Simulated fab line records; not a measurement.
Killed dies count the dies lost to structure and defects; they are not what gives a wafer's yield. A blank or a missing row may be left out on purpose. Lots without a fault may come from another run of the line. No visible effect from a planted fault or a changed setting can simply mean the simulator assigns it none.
Matching of chambers || flow nand harc || NHARC_P_BONDPAD_CMP_19 on cmp-02: 4 sister chambers
The step polishes, t overpolish 30 s, cu recess touch 16 s, target thk 160.81 nm. 16 wafers are shown with their chamber, then 8 later ones without.

## EACH WAFER AND ITS CHAMBER
{"wafer": "L078.1", "chamber": 0, "motor current A (A)": 9.7, "overpolish run s (s)": 29.989}
{"wafer": "L078.2", "chamber": 1, "motor current A (A)": 11.6, "overpolish run s (s)": 30.003}
{"wafer": "L078.4", "chamber": 3, "motor current A (A)": 11.0, "overpolish run s (s)": 30.003}
{"wafer": "L080.2", "chamber": 0, "motor current A (A)": 10.2, "overpolish run s (s)": 29.991}
{"wafer": "L080.3", "chamber": 2, "motor current A (A)": 13.1, "overpolish run s (s)": 29.995}
{"wafer": "L080.5", "chamber": 2, "motor current A (A)": 13.6, "overpolish run s (s)": 29.998}
{"wafer": "L081.4", "chamber": 1, "motor current A (A)": 12.1, "overpolish run s (s)": 29.998}
{"wafer": "L081.5", "chamber": 1, "motor current A (A)": 12.3, "overpolish run s (s)": 29.999}
{"wafer": "L081.6", "chamber": 2, "motor current A (A)": 13.6, "overpolish run s (s)": 30.005}
{"wafer": "L085.2", "chamber": 0, "motor current A (A)": 9.4, "overpolish run s (s)": 30.000}
{"wafer": "L085.4", "chamber": 3, "motor current A (A)": 10.9, "overpolish run s (s)": 30.014}
{"wafer": "L085.6", "chamber": 0, "motor current A (A)": 9.9, "overpolish run s (s)": 30.011}
{"wafer": "L093.1", "chamber": 3, "motor current A (A)": 10.6, "overpolish run s (s)": 29.998}
{"wafer": "L093.2", "chamber": 2, "motor current A (A)": 13.8, "overpolish run s (s)": 30.000}
{"wafer": "L093.5", "chamber": 2, "motor current A (A)": 13.0, "overpolish run s (s)": 30.004}
{"wafer": "L094.1", "chamber": 2, "motor current A (A)": 14.2, "overpolish run s (s)": 29.994}

SIGNATURES (averages over the wafers above)
{"reading": "motor current A", "chamber 0": 9.800, "chamber 1": 12.000, "chamber 2": 13.550, "chamber 3": 10.833, "scatter within a chamber": 0.374}
{"reading": "overpolish run s", "chamber 0": 29.99775, "chamber 1": 30.00000, "chamber 2": 29.99933, "chamber 3": 30.00500, "scatter within a chamber": 0.0068}
Rule: for a wafer and a chamber, the distance is found by dividing, reading by reading, the gap between the wafer's reading and the chamber's mean by the reading's scatter, squaring, summing and taking the root. If the next closest chamber is less than 2 further off than the closest, the wafer can't be placed; otherwise it belongs to the closest. The scatter: take each reading less its chamber's mean, square it, sum over the shown wafers, divide by the number of wafers less the number of chambers, and take the root.

## WAFERS MISSING THEIR CHAMBER
{"wafer": "L094.2", "motor current A (A)": 9.6, "overpolish run s (s)": 30.003}
{"wafer": "L094.3", "motor current A (A)": 12.3, "overpolish run s (s)": 30.003}
{"wafer": "L095.2", "motor current A (A)": 13.2, "overpolish run s (s)": 29.996}
{"wafer": "L095.3", "motor current A (A)": 10.4, "overpolish run s (s)": 30.009}
{"wafer": "L095.6", "motor current A (A)": 12.6, "overpolish run s (s)": 29.990}
{"wafer": "L097.2", "motor current A (A)": 13.9, "overpolish run s (s)": 29.992}
{"wafer": "L097.4", "motor current A (A)": 9.8, "overpolish run s (s)": 30.005}
{"wafer": "L097.6", "motor current A (A)": 13.3, "overpolish run s (s)": 30.004}

## EACH ONE'S CHAMBER
{"wafer": "L094.2", "from the rows above": 0, "in truth": 0}
{"wafer": "L094.3", "from the rows above": 1, "in truth": 1}
{"wafer": "L095.2", "from the rows above": 2, "in truth": 2}
{"wafer": "L095.3", "from the rows above": "can't be placed: 3 or 0", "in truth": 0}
{"wafer": "L095.6", "from the rows above": "can't be placed: 1 or 2", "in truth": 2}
{"wafer": "L097.2", "from the rows above": 2, "in truth": 2}
{"wafer": "L097.4", "from the rows above": "can't be placed: 0 or 3", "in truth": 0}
{"wafer": "L097.6", "from the rows above": 2, "in truth": 2}
Correctly placed: 5 of 8. From these rows, 3 cannot be placed; in 3 the true chamber is one of the candidates. 0 placed wrongly.
